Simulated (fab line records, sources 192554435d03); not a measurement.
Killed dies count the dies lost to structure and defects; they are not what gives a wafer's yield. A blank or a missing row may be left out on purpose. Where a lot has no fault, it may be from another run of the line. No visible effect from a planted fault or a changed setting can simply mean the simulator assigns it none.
Which tool is to blame? -- flow n5Finfet -- 24 lots, 72 wafers sampled, at 5 steps of a route of 1938

## WHAT THE GAUGES READ, wafer by wafer
N5_BEOL_M5_CD_MEAS_11 targets a cd of 27.74 nm.
lot,measured,on,cdNm (nm)
L075,day 8 20:56,cdSem-01,27.77 27.68 28.22
L074,day 8 20:58,cdSem-02,28.13 28.49 27.85
L078,day 9 05:53,cdSem-01,28.34 27.84 28.62
L076,day 9 14:31,cdSem-02,28.02 27.94 28.43
L077,day 9 18:40,cdSem-01,28.07 27.88 27.67
L079,day 9 19:46,cdSem-02,28.14 28.32 28.02
L080,day 10 00:12,cdSem-01,27.76 27.95 28.17
L082,day 11 00:43,cdSem-02,27.72 27.65 28.08
L081,day 11 00:53,cdSem-02,27.83 28.12 28.05
L083,day 11 12:02,cdSem-02,27.76 27.86 27.60
L084,day 11 17:21,cdSem-02,27.86 28.26 27.75
L085,day 12 12:37,cdSem-02,28.09 27.89 27.97
L086,day 12 15:04,cdSem-01,27.84 28.03 27.79
L088,day 12 21:52,cdSem-01,28.52 28.04 27.83
L087,day 13 06:37,cdSem-01,27.99 27.90 28.17
L089,day 13 10:18,cdSem-01,28.30 28.43 28.01
L093,day 13 13:41,cdSem-01,28.52 28.66 28.07
L090,day 13 13:54,cdSem-01,28.21 27.87 27.82
L091,day 13 14:11,cdSem-01,28.19 27.88 27.91
L092,day 14 01:43,cdSem-01,27.98 27.89 28.33
L095,day 14 01:59,cdSem-01,27.90 28.59 27.86
L094,day 14 09:31,cdSem-01,28.26 27.82 28.04
L096,day 15 00:38,cdSem-03,27.54 27.92 27.67
L097,day 15 14:31,cdSem-03,28.33 28.02 28.14

N5_BEOL_M5_INSPECT_30: inspects for defects (brightfield).
lot,measured,on,rawDefectCount
L075,day 8 22:43,defectInspect-02,328 270 324
L074,day 8 22:37,defectInspect-02,468 611 406
L078,day 9 08:01,defectInspect-01,643 441 366
L076,day 9 17:51,defectInspect-02,621 296 406
L077,day 10 04:35,defectInspect-02,360 325 285
L079,day 10 10:07,defectInspect-01,405 366 338
L080,day 10 04:32,defectInspect-02,427 272 275
L082,day 11 03:15,defectInspect-01,298 447 479
L081,day 11 03:04,defectInspect-01,447 448 500
L083,day 11 14:35,defectInspect-01,336 453 495
L084,day 11 20:23,defectInspect-01,256 389 246
L085,day 12 14:00,defectInspect-01,428 375 369
L086,day 12 16:44,defectInspect-01,330 330 378
L088,day 12 23:41,defectInspect-02,341 421 419
L087,day 13 09:13,defectInspect-01,403 322 402
L089,day 13 13:05,defectInspect-01,513 622 509
L093,day 13 15:17,defectInspect-01,502 533 485
L090,day 13 18:25,defectInspect-01,278 448 425
L091,day 13 18:46,defectInspect-02,300 379 394
L092,day 14 05:02,defectInspect-02,485 434 451
L095,day 14 05:16,defectInspect-02,186 306 416
L094,day 14 10:43,defectInspect-01,437 393 467
L096,day 15 04:40,defectInspect-01,483 453 309
L097,day 15 20:24,defectInspect-02,267 404 345

## WHAT TOOL EACH LOT RAN ON (gives the tool, then ch and the chambers of the sampled wafers, and finally the start)
lot,N5_BEOL_M4_SPUTTER_48,N5_BEOL_M5_ETCH_62,N5_BEOL_M5_STRIP_19
L075,"pvdSputter-01, day 8 14:29","rieDiel-06 ch 0,1,2, day 8 21:08","rieDiel-06 ch 2,3, day 8 21:28"
L074,"pvdSputter-03, day 8 14:49","rieDiel-02 ch 0,1,2, day 8 21:10","rieDiel-06 ch 2,3, day 8 21:32"
L078,"pvdSputter-03, day 8 21:10","rieDiel-05 ch 0,1,2, day 9 06:16","rieDiel-06 ch 2,3, day 9 06:36"
L076,"pvdSputter-01, day 9 09:04","rieDiel-05 ch 1,2, day 9 14:43","rieDiel-06 ch 0,2, day 9 14:59"
L077,"pvdSputter-01, day 9 13:47","rieDiel-06 ch 0,2, day 9 18:52","rieDiel-06 ch 0,1,3, day 9 19:09"
L079,"pvdSputter-03, day 9 14:13","rieDiel-06 ch 0,2, day 9 19:59","rieDiel-06 ch 0,1,3, day 9 20:16"
L080,"pvdSputter-03, day 9 16:22","rieDiel-05 ch 0,2,3, day 10 00:30","rieDiel-05 ch 0,1, day 10 00:46"
L082,"pvdSputter-01, day 10 18:35","rieDiel-02 ch 2,3, day 11 00:56","rieDiel-02 ch 2,3, day 11 01:14"
L081,"pvdSputter-03, day 10 18:53","rieDiel-06 ch 2,3, day 11 01:07","rieDiel-02 ch 1,2, day 11 01:23"
L083,"pvdSputter-01, day 11 06:59","rieDiel-05 ch 0,2,3, day 11 12:14","rieDiel-05 ch 2,3, day 11 12:31"
L084,"pvdSputter-03, day 11 11:35","rieDiel-05 ch 0,1,3, day 11 17:33","rieDiel-02 ch 2,3, day 11 18:03"
L085,"pvdSputter-02, day 12 07:41","rieDiel-06 ch 0,2, day 12 12:49","rieDiel-05 ch 0,1, day 12 13:06"
L086,"pvdSputter-02, day 12 09:32","rieDiel-02 ch 0,2,3, day 12 15:16","rieDiel-06 ch 0,3, day 12 15:40"
L088,"pvdSputter-03, day 12 15:35","rieDiel-02 ch 0,1,3, day 12 22:04","rieDiel-02 ch 0,1, day 12 22:20"
L087,"pvdSputter-01, day 12 22:38","rieDiel-06 ch 0,2,3, day 13 06:49","rieDiel-05 ch 2,3, day 13 07:06"
L089,"pvdSputter-01, day 13 03:44","rieDiel-02 ch 1,2,3, day 13 10:44","rieDiel-02 ch 1,2,3, day 13 11:13"
L093,"pvdSputter-02, day 13 07:05","rieDiel-05 ch 0,3, day 13 14:21","rieDiel-05 ch 0,1,3, day 13 14:41"
L090,"pvdSputter-03, day 13 07:26","rieDiel-05 ch 1,2, day 13 14:48","rieDiel-02 ch 2,3, day 13 15:05"
L091,"pvdSputter-02, day 13 08:58","rieDiel-02 ch 1,2,3, day 13 14:56","rieDiel-06 ch 0,2, day 13 15:34"
L092,"pvdSputter-02, day 13 16:14","rieDiel-06 ch 1,2, day 14 01:59","rieDiel-06 ch 0,1,3, day 14 02:22"
L095,"pvdSputter-03, day 13 17:01","rieDiel-06 ch 1,3, day 14 02:29","rieDiel-05 ch 0,1,2, day 14 02:49"
L094,"pvdSputter-03, day 14 03:44","rieDiel-02 ch 0,1,3, day 14 09:43","rieDiel-02 ch 1,2,3, day 14 10:00"
L096,"pvdSputter-01, day 14 18:54","rieDiel-02 ch 1,2,3, day 15 00:55","rieDiel-05 ch 0,2,3, day 15 01:15"
L097,"pvdSputter-03, day 15 08:50","rieDiel-06 ch 2,3, day 15 14:43","rieDiel-02 ch 0,3, day 15 14:59"
- N5_BEOL_M4_SPUTTER_48: material Cu, target thk 4.5 nm, time 8.29 s.
- N5_BEOL_M5_ETCH_62: etches SOC in N2/H2, target depth 75 nm, overetch 15 nm, time 112.5 s.
- N5_BEOL_M5_STRIP_19: strips in O2.

## WHAT THE TOOLS THEMSELVES READ (means of the sampled wafers that have a number; where no wafer has one, the mark that the record gives instead)
N5_BEOL_M4_SPUTTER_48.
lot,tool,chuckSensorTempC (C),throttleValvePct (%)
L075,pvdSputter-01,-16.6,32.0
L074,pvdSputter-03,-15.1,29.4
L078,pvdSputter-03,-15.6,30.0
L076,pvdSputter-01,-16.8,32.4
L077,pvdSputter-01,-16.5,31.9
L079,pvdSputter-03,-16.3,30.2
L080,pvdSputter-03,-15.8,29.7
L082,pvdSputter-01,-16.0,30.8
L081,pvdSputter-03,-15.7,29.2
L083,pvdSputter-01,-15.9,30.3
L084,pvdSputter-03,-15.6,30.2
L085,pvdSputter-02,-15.8,30.0
L086,pvdSputter-02,-16.0,29.8
L088,pvdSputter-03,-15.6,30.1
L087,pvdSputter-01,-16.5,31.8
L089,pvdSputter-01,-16.2,31.2
L093,pvdSputter-02,-16.2,29.9
L090,pvdSputter-03,-15.6,30.1
L091,pvdSputter-02,-16.0,30.1
L092,pvdSputter-02,-16.2,29.3
L095,pvdSputter-03,-16.2,30.4
L094,pvdSputter-03,-15.6,29.9
L096,pvdSputter-01,-16.4,31.2
L097,pvdSputter-03,-15.7,29.1

N5_BEOL_M5_ETCH_62.
lot,tool,drypumpMotorCurrentA (A),oesProductAu (a.u.),rfVppV (V),showerheadPlenumPTorr (Torr),throttleValvePct (%)
L075,rieDiel-06,5.8,0.59,524.6,2.54,18.03
L074,rieDiel-02,5.6,0.61,524.3,2.55,17.91
L078,rieDiel-05,5.7,0.63,524.1,2.56,17.53
L076,rieDiel-05,6.0,0.62,525.2,2.61,17.64
L077,rieDiel-06,5.5,0.60,524.7,2.57,17.99
L079,rieDiel-06,5.4,0.60,525.1,2.57,17.99
L080,rieDiel-05,5.5,0.61,523.8,2.51,17.65
L082,rieDiel-02,5.8,0.67,523.2,2.51,17.73
L081,rieDiel-06,5.7,0.58,526.1,2.62,17.96
L083,rieDiel-05,5.5,0.69,523.1,2.51,17.52
L084,rieDiel-05,5.3,0.66,523.4,2.51,17.60
L085,rieDiel-06,5.3,0.60,522.9,2.51,18.06
L086,rieDiel-02,5.6,0.61,523.8,2.55,17.90
L088,rieDiel-02,5.5,0.63,524.1,2.52,17.93
L087,rieDiel-06,5.5,0.58,524.6,2.56,18.04
L089,rieDiel-02,5.8,0.64,522.9,2.50,17.83
L093,rieDiel-05,5.2,0.70,521.8,2.47,17.60
L090,rieDiel-05,5.8,0.58,525.3,2.60,17.75
L091,rieDiel-02,5.8,0.63,522.2,2.50,17.82
L092,rieDiel-06,6.3,0.69,524.0,2.55,17.80
L095,rieDiel-06,6.2,0.69,524.3,2.55,17.79
L094,rieDiel-02,5.4,0.62,522.5,2.52,17.96
L096,rieDiel-02,5.7,0.63,522.5,2.50,17.84
L097,rieDiel-06,5.7,0.56,525.4,2.61,18.01

N5_BEOL_M5_STRIP_19.
lot,tool,drypumpMotorCurrentA (A),oesProductAu (a.u.),rfVppV (V),showerheadPlenumPTorr (Torr),throttleValvePct (%)
L075,rieDiel-06,5.6,0.72,3.6,2.18,16.80
L074,rieDiel-06,5.6,0.73,4.1,2.18,16.81
L078,rieDiel-06,5.7,0.72,3.4,2.18,16.80
L076,rieDiel-06,5.5,0.76,4.0,2.12,16.72
L077,rieDiel-06,5.8,0.73,3.8,2.09,16.85
L079,rieDiel-06,5.7,0.73,3.5,2.09,16.84
L080,rieDiel-05,5.5,0.75,3.8,2.11,16.54
L082,rieDiel-02,5.9,0.80,3.8,2.08,16.62
L081,rieDiel-02,5.8,0.79,3.6,2.05,16.70
L083,rieDiel-05,5.5,0.91,3.7,2.08,16.50
L084,rieDiel-02,5.7,0.84,4.0,2.06,16.49
L085,rieDiel-05,5.3,0.77,4.1,2.07,16.49
L086,rieDiel-06,5.5,0.72,3.9,2.12,16.92
L088,rieDiel-02,5.3,0.72,4.0,2.11,16.91
L087,rieDiel-05,5.5,0.88,3.5,2.08,16.53
L089,rieDiel-02,5.7,0.80,4.1,2.05,16.62
L093,rieDiel-05,5.3,0.80,3.3,2.07,16.56
L090,rieDiel-02,5.8,0.82,4.0,2.05,16.53
L091,rieDiel-06,5.5,0.73,4.1,2.11,16.78
L092,rieDiel-06,5.8,0.80,3.6,2.08,16.75
L095,rieDiel-05,5.7,0.75,3.7,2.09,16.50
L094,rieDiel-02,5.7,0.79,3.8,2.05,16.64
L096,rieDiel-05,5.5,0.82,3.7,2.06,16.49
L097,rieDiel-02,5.3,0.73,3.6,2.11,16.86

## THE ANSWER, worked out from the rows above alone
Rule: the lots themselves supply what counts as usual. Put in order of their means at a reading, lots are off if they are a third of the lots or fewer, leave a main group of 4 or more, and stand apart from it by a gap of 3 or more times the standard deviation of the main group's means; of several such gaps the widest counts. Not used: any main group whose means are identical at the precision the tables above print for the reading. A lot without any number at a reading at which 4 lots or more have one is off too. Any other lot the step has rows for is counted as sound. After the gauges, taken in route order, come the tools' own readings; for these a lot's mean is taken, as printed above. The first step at which some lot is off is used, and at that step the reading that is off furthest; a lot without a number counts as furthest.
Across all readings shown, no lot is off: no conclusion can be drawn from this.

## WHAT HAD BEEN PUT IN BY THE SIMULATOR
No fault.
